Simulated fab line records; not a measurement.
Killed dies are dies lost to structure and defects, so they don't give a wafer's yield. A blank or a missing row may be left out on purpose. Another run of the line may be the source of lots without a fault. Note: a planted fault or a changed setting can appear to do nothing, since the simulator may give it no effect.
Split-lot study | flow n5_finfet | 21 wafers read from 7 lots, route of 1938 steps

## ABOUT THE SPLIT
At N5_BEOL_M14_EXPOSE_07 (exposes mask V13), the setting dose_mj was moved away from the recipe's 57 on 8 of the 21 wafers read, by -6.8% to +6.3%. All remaining wafers had this setting at the recipe value.

## FROM THE SPLIT TO THE READING: what the file shows between them, 6 steps
- N5_BEOL_M14_PEB_08: peb time 90 s
- N5_BEOL_M14_DEVELOP_09: develop time 45 s
- N5_BEOL_M14_HARDBAKE_14: time 120 s
- N5_BEOL_M14_CD_MEAS_10: target cd 250 nm
- N5_BEOL_M14_STRIP_71: strips in post etch residue remover, time 60 s
- N5_BEOL_M14_SRD_72: time 30 s, dry time 30 s

## THE READING
At N5_BEOL_M14_CD_MEAS_17: cd_nm in nanometres, against a target cd of 250 nm. Typical for fault-free wafers on this fab line: 250.9 nm, with standard deviation 2.4 nm.

wafer  | tool, chamber at the split | dose_mj as run | against the recipe | cd_nm, nm | against lot-mates on the recipe
L074.2 | krf_scanner-01, 0          | 57             | recipe             | 250.2     | -
L074.3 | krf_scanner-01, 0          | 58.76          | +3.1%              | 258.0     | +7.8
L074.6 | krf_scanner-01, 0          | 58.76          | +3.1%              | 252.2     | +2.0
L076.1 | krf_scanner-02, 0          | 53.13          | -6.8%              | 238.3     | -15.6
L076.4 | krf_scanner-02, 0          | 57             | recipe             | 253.9     | -
L076.5 | krf_scanner-02, 0          | 53.13          | -6.8%              | 239.5     | -14.4
L079.3 | krf_scanner-01, 0          | 57             | recipe             | 251.5     | -
L079.4 | krf_scanner-01, 0          | 53.82          | -5.6%              | 245.1     | -6.4
L079.5 | krf_scanner-01, 0          | 53.82          | -5.6%              | 241.1     | -10.4
L087.3 | krf_scanner-02, 0          | 57             | recipe             | 255.3     | -
L087.4 | krf_scanner-02, 0          | 57             | recipe             | 250.0     | -
L087.6 | krf_scanner-02, 0          | 57             | recipe             | 249.5     | -
L094.4 | krf_scanner-01, 0          | 57             | recipe             | 253.3     | -
L094.5 | krf_scanner-01, 0          | 57             | recipe             | 249.7     | -
L094.6 | krf_scanner-01, 0          | 57             | recipe             | 250.0     | -
L092.4 | krf_scanner-02, 0          | 57             | recipe             | 252.4     | -
L092.5 | krf_scanner-02, 0          | 57             | recipe             | 247.9     | -
L092.6 | krf_scanner-02, 0          | 57             | recipe             | 251.1     | -
L097.3 | krf_scanner-02, 0          | 60.57          | +6.3%              | 261.2     | +10.9
L097.5 | krf_scanner-02, 0          | 57             | recipe             | 250.3     | -
L097.6 | krf_scanner-02, 0          | 60.57          | +6.3%              | 262.0     | +11.7

THE FIT
A straight line over all 21 wafers: cd_nm changes by +1.63 nm for each +1% of dose_mj; r = +0.94; the points scatter about the line by 2.1 nm.
The same after taking each lot's own level away (the mean of its wafers on the recipe; 21 wafers): +1.86 nm for each +1%; r = +0.95; scatter 2.1 nm.
Per that fit: largest dose_mj move, reading shift of 13 nm.
The lots' own levels span 250.20 to 253.90 nm, that is 1.5 times the standard deviation above.
Thus the slope moves with the lot-to-lot level: the two fits are different.
Check: for one of the wafers moved furthest among these (-6.8%), held out of the fit, the line's prediction against its lot-mates is -12 nm. Against them it came out at -15.6 nm.

## ADDITIONAL SPLITS CARRIED BY THESE WAFERS
Note: prior to the reading, these wafers also went through further splits. Each is held against what the fit with the lots' levels taken away leaves over:
other split on the same wafers | wafers away from the commonest value | r with cd_nm (lot level and that fit taken away)
N5_BEOL_M13_ILD_DEP_00 time_s  | 6                                    | -0.01
N5_BEOL_M13_DEP_53 time_s      | 5                                    | -0.19

## THE WHOLE CHAIN: every reading that the file lists as answering this split, in the file's order
step                   | what it does     | reading | change (the file's fit)              | r (the file's)
N5_BEOL_M14_CD_MEAS_10 | target cd 250 nm | cd_nm   | +1.65 nm for each +1% of the setting | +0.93
N5_BEOL_M14_CD_MEAS_17 | target cd 250 nm | cd_nm   | +1.86 nm for each +1% of the setting | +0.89

## FILE'S OWN FIT
cd_nm changes by +1.86 nm for each +1% of dose_mj, r = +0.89.
